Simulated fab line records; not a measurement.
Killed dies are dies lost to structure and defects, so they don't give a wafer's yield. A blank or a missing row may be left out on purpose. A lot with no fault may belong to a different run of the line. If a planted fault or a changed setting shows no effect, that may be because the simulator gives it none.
The tool behind it: which one? -- flow n5-finfet -- 31 wafers from 11 lots sampled at 4 of the route's 1938 steps

== WHAT EACH GAUGE READ, for each wafer ==
No reading from a measuring or inspecting step in the record can be judged against a usual standard deviation.

== WHAT TOOL EACH LOT RAN ON (gives the tool, then ch and the chambers of the sampled wafers, and finally the start) ==
lot,N5_BEOL_M11_STRIP_77,N5_BEOL_M11_CURE_72,N5_BEOL_M11_CMP_52,N5_BEOL_M12_ILD_DEP_00
L273,"rie-diel-01 ch 0,1,2, day 11 03:26 or earlier","uv-cure-01 ch 2, day 11 03:26","cmp-03 ch 0,1,3, day 11 05:41","pecvd-04 ch 0,1, day 11 06:12"
L275,"rie-diel-03 ch 0,3, day 11 21:24 or earlier","uv-cure-03 ch 1, day 11 21:24","cmp-03 ch 1,2, day 12 00:55","pecvd-02 ch 0,2, day 12 01:24"
L280,"rie-diel-03 ch 1,2, day 13 04:33 or earlier","uv-cure-01 ch 2, day 13 04:33","cmp-03 ch 0,1, day 13 06:19","pecvd-04 ch 0,2, day 13 06:43"
L281,"rie-diel-01 ch 0,2,3, day 13 15:23 or earlier","uv-cure-02 ch 2, day 13 15:23","cmp-03 ch 0,2, day 13 17:32","pecvd-04 ch 0,1, day 13 18:01"
L283,"rie-diel-04 ch 1,2, day 13 18:05 or earlier","uv-cure-03 ch 0, day 13 18:05","cmp-03 ch 0,1, day 13 19:47","pecvd-04 ch 0,2, day 13 20:16"
L287,"rie-diel-03 ch 0,1,2, day 14 19:03 or earlier","uv-cure-03 ch 2, day 14 19:03","cmp-04 ch 1,2, day 14 21:10","pecvd-01 ch 0,1, day 14 21:38"
L286,"rie-diel-04 ch 0,1,3, day 14 19:46 or earlier","uv-cure-03 ch 0, day 14 19:46","cmp-02 ch 1,2,3, day 14 22:14","pecvd-02 ch 0,2, day 14 22:41"
L289,"rie-diel-01 ch 1,2,3, day 15 05:05 or earlier","uv-cure-02 ch 2, day 15 05:05","cmp-04 ch 0,1, day 15 08:16","pecvd-02 ch 0,2, day 15 08:44"
L293,"rie-diel-01 ch 1,2,3, day 16 07:25 or earlier","uv-cure-03 ch 1, day 16 07:25","cmp-04 ch 2,3, day 16 09:46","pecvd-04 ch 0,1,2, day 16 10:15"
L292,"rie-diel-03 ch 0,1,3, day 16 08:11 or earlier","uv-cure-01 ch 1, day 16 08:11","cmp-03 ch 0,1,3, day 16 09:49","pecvd-02 ch 0,1, day 16 10:16"
L294,"rie-diel-03 ch 0,1,3, day 16 15:23 or earlier","uv-cure-02 ch 1, day 16 15:23","cmp-03 ch 1,2,3, day 16 19:25","pecvd-04 ch 1,2, day 16 19:54"
- N5_BEOL_M11_STRIP_77: strips in N2/H2, time 10 s.
- N5_BEOL_M11_CURE_72: cures SiCOH lowk, time 120 s.
- N5_BEOL_M11_CMP_52: polishes, stops on SiCOH lowk, t overpolish 7 s, target thk 140 nm.
- N5_BEOL_M12_ILD_DEP_00: deposits SiOC from DEMS/O2, target thk 658.92 nm, time 130.7 s.

== WHAT THE TOOLS THEMSELVES READ (means of the sampled wafers that have a number; where no wafer has one, the mark that the record gives instead) ==
N5_BEOL_M11_STRIP_77. Usual: drypump-motor-current-A 5.8 A, standard deviation 0.6; oes-product-au 0.79 a.u., standard deviation 0.088; rf-vpp-V 59.2 V, standard deviation 0.97; showerhead-plenum-p-Torr 2.56 Torr, standard deviation 0.1; throttle-valve-pct 23.58 %, standard deviation 0.28.
lot,tool,drypump-motor-current-A (A),oes-product-au (a.u.),rf-vpp-V (V),showerhead-plenum-p-Torr (Torr),throttle-valve-pct (%),flag
L273,rie-diel-01,5.7,0.91,59.8,2.59,23.55,
L275,rie-diel-03,5.5,0.76,58.3,2.51,23.37,
L280,rie-diel-03,5.8,0.70,59.5,2.57,23.85,
L281,rie-diel-01,6.2,0.83,59.4,2.53,23.52,
L283,rie-diel-04,5.8,0.90,58.0,2.53,23.53,
L287,rie-diel-03,5.5,0.70,59.0,2.51,23.72,
L286,rie-diel-04,5.9,0.85,59.5,2.63,23.49,
L289,rie-diel-01,5.8,0.82,59.4,2.50,23.66,
L293,rie-diel-01,5.8,0.82,58.8,2.49,23.66,
L292,rie-diel-03,5.9,0.74,59.5,2.57,23.47,
L294,rie-diel-03,5.9,0.74,58.3,2.57,23.47,

N5_BEOL_M11_CURE_72. Usual: lamp-power-pct 52.31 %, standard deviation 0.05; wafer_temp_C_max 371.4, standard deviation 0.51.
lot,tool,lamp-power-pct (%),wafer_temp_C_max,flag
L273,uv-cure-01,52.28,371.5,
L275,uv-cure-03,52.36,371.6,
L280,uv-cure-01,52.33,371.5,
L281,uv-cure-02,52.31,371.0,
L283,uv-cure-03,52.34,371.5,
L287,uv-cure-03,52.35,371.2,
L286,uv-cure-03,52.31,371.4,
L289,uv-cure-02,52.30,371.3,
L293,uv-cure-03,52.28,371.3,
L292,uv-cure-01,52.29,370.8,
L294,uv-cure-02,52.30,371.7,

N5_BEOL_M11_CMP_52. Usual: barrier-field-endpoint-s 29.1 s, standard deviation 0.85; motor-current-A 6.2 A, standard deviation 0.64; overpolish-run-s 7.000 s, standard deviation 0.0097; time-to-endpoint-s 67 s, standard deviation 3.5.
lot,tool,barrier-field-endpoint-s (s),motor-current-A (A),overpolish-run-s (s),time-to-endpoint-s (s),flag
L273,cmp-03,29.9,6.4,7.014,74,
L275,cmp-03,29.5,5.9,6.995,68,
L280,cmp-03,22.6,6.2,6.991,52,OFF
L281,cmp-03,20.8,6.1,7.003,47,OFF
L283,cmp-03,23.1,6.0,6.999,54,OFF
L287,cmp-04,28.1,6.2,7.004,64,
L286,cmp-02,29.9,6.3,6.996,69,
L289,cmp-04,28.5,6.2,7.001,66,
L293,cmp-04,28.7,6.1,7.005,64,
L292,cmp-03,28.8,6.3,6.996,68,
L294,cmp-03,28.7,6.2,6.995,67,

N5_BEOL_M12_ILD_DEP_00. Usual: chamber-pressure-Torr 4.998 Torr, standard deviation 0.01; heater-power-w 543 W, standard deviation 95; showerhead-plenum-p-Torr 5.696 Torr, standard deviation 0.013; throttle-valve-pct 11.4 %, standard deviation 0.51.
lot,tool,chamber-pressure-Torr (Torr),heater-power-w (W),showerhead-plenum-p-Torr (Torr),throttle-valve-pct (%),flag
L273,pecvd-04,4.997,619,5.689,11.1,
L275,pecvd-02,5.000,427,5.704,11.7,
L280,pecvd-04,5.008,593,5.718,11.0,
L281,pecvd-04,5.004,608,5.698,11.2,
L283,pecvd-04,5.000,540,5.690,11.1,
L287,pecvd-01,5.001,439,5.698,12.6,
L286,pecvd-02,4.986,442,5.700,11.7,
L289,pecvd-02,4.999,425,5.693,11.5,
L293,pecvd-04,4.994,618,5.687,11.3,
L292,pecvd-02,4.997,512,5.703,11.9,
L294,pecvd-04,4.999,618,5.686,11.0,

== THE ANSWER, worked out from the rows above alone ==
Rule: a lot is off if the mean of its wafers that have a number lies more than 3 standard deviations from the usual mean. Also off: a lot with no number at a reading for which 4 or more lots have one. The other lots that the step has rows for count as sound. The gauges are gone through in route order, then the tools' own readings, and for those a lot's mean is taken as printed above. At the first step where some lot is off, the reading lying furthest off is the one used; lots without a number count as furthest.
Off at N5_BEOL_M11_CMP_52 (barrier-field-endpoint-s): L280, L281, L283.
A tool fits if, at that step or a process step before it, it ran every lot that is off, and no sound lot after the first of them. N5_BEOL_M11_STRIP_77 gives no start for some lots, so the hours and the order of its lots are those of N5_BEOL_M11_CURE_72. Of those tried, none fits.

== WHAT THE SIMULATOR PUT IN ==
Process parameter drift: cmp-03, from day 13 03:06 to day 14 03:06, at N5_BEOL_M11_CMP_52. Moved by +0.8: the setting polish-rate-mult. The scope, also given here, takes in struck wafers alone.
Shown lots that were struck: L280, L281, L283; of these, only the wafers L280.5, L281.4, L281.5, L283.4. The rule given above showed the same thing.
